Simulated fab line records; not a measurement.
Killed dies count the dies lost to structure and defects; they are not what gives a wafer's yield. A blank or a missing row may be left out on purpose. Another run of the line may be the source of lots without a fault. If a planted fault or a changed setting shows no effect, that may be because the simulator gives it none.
Comparing a struck lot with a sound one || flow n5Finfet || 15 steps out of a route of 1938
Sound: the wafers L616.1, L616.3, L616.4. The struck wafers were L624.1, L624.2, L624.3. At the end, the cause is stated.
Order at every step that has rows: each side's tool, ch and its chambers, its first start. Under that, the readings that differ: sound wafers || struck wafers || difference of the means || sigmas: that difference in standard deviations of wafers without a fault.
alike: readings with means less than 2 such deviations apart, plus words and numbers identical on both sides. not compared: withheld readings, readings lacking a value on some wafer, bounds such as >300 that could conceal the same value, and numbers that have no deviation in the record and whose values overlap.
The two part at a step that has a row with sigmas, a row that says differs or no value, or rows on one side only. Numbers that have no deviation but don't overlap get no sigmas and don't part them. Lack of a reading on every wafer of one side parts them only where that side has two or more wafers.

N5_MIM_BOT_LITHO_CD_MEAS_08: the cd target is 3000 nm.
  sound on cdSem-03 ch 0, day 14 15:36; struck on cdSem-03 ch 0, day 15 21:40
  alike: cdNm
N5_MIM_BOT_LITHO_OVL_MEAS_11:
  sound on overlay-02 ch 0, day 14 15:38; struck on overlay-01 ch 0, day 15 21:42
  alike: MIM_BOT_OVL
N5_MIM_BOT_LITHO_INSPECT_12: inspects for defects (macro).
  struck on defectInspect-02, day 15 21:44; sound on defectInspect-02, day 14 15:39
  alike: rawDefectCount
N5_MIM_BOT_LITHO_DESCUM_10: chemistry O2, time 7.9 s.
  sound on rieDiel-01 ch 0,1,3, day 14 15:41; struck on rieDiel-05 ch 1,2,3, day 15 21:46
  alike: drypumpMotorCurrentA, oesProductAu, rfVppV, showerheadPlenumPTorr, throttleValvePct
  not compared: rfHoursCounterH
N5_MIM_BOT_ETCH_ETCH_04: etches SiNx in CF4/O2, target depth 26 nm, time 13 s.
  sound on rieDiel-01 ch 0,1,3, day 14 15:45; struck on rieDiel-05 ch 1,2,3, day 15 21:50
  alike: O2_flow_sccm, drypumpMotorCurrentA, oesProductAu, rfVppV, showerheadPlenumPTorr, throttleValvePct
  not compared: rfHoursCounterH
N5_MIM_BOT_ETCH_ETCH_03: etches the open film in Cl2/BCl3, target depth 12 nm.
  sound on rieMetal-03 ch 0,1, day 14 15:50; struck on rieMetal-01 ch 0,1, day 15 21:55
  alike: bcl3FlowSccm, drypumpMotorCurrentA, oesProductAu, throttleValvePct
  not compared: rfHoursCounterH
N5_MIM_BOT_ETCH_ETCH_00: etches TiN in Cl2/BCl3, target depth 45.5 nm.
  sound on rieMetal-03 ch 0,1, day 14 15:56; struck on rieMetal-01 ch 0,1, day 15 22:01
  alike: bcl3FlowSccm, drypumpMotorCurrentA, oesProductAu, throttleValvePct
  not compared: rfHoursCounterH
N5_MIM_BOT_ETCH_STRIP_01: strips in O2.
  sound on rieDiel-06 ch 1,2,3, day 14 16:04; struck on rieDiel-05 ch 1,2,3, day 15 22:09
{"reading": "showerheadPlenumPTorr (Torr)", "sound": "2.15 2.22 2.20", "struck": "2.12 2.02 2.03", "difference": -0.13, "sigmas": -2}
  alike: drypumpMotorCurrentA, oesProductAu, rfVppV, throttleValvePct
  not compared: rfHoursCounterH
then, 4 steps without rows for these wafers: N5_MIM_BOT_ETCH_STRIP_02 (strips in post etch residue remover, time 1200 s); N5_MIM_BOT_ETCH_CLEAN_05 (cleans in IPA, time 180 s); N5_MIM_BOT_ETCH_SRD_06 (time 30 s); N5_PASSIVATION_PECVD_55 (deposits SiO2 from SiH4/N2O, target thk 400 nm, time 22.5 s).
N5_PASSIVATION_PECVD_01: deposits SiNx from SiH4/NH3/N2, target thk 200 nm, time 43.2 s.
  sound on pecvd-03 ch 0,1, day 14 16:37; struck on pecvd-01 ch 0,1,2, day 15 22:45
  no value came back on the struck wafers for any of 6 readings (chamberPressureTorr (Torr), heaterPowerOuterW (W) and others); on the sound wafers chamberPressureTorr (Torr) reads 4.905 4.906 4.896
then, 1 step without rows for these wafers: N5_PASSIVATION_HMDS_03 (time 60 s).
N5_PASSIVATION_PROBE_49:
  rows exist in the record for the sound wafers here (prober-01, day 15 03:25), none for the struck ones

## WHERE THEY PART
Earliest at N5_MIM_BOT_ETCH_STRIP_01; latest, in this record, at N5_PASSIVATION_PROBE_49.

WHY: the cause the simulator had injected
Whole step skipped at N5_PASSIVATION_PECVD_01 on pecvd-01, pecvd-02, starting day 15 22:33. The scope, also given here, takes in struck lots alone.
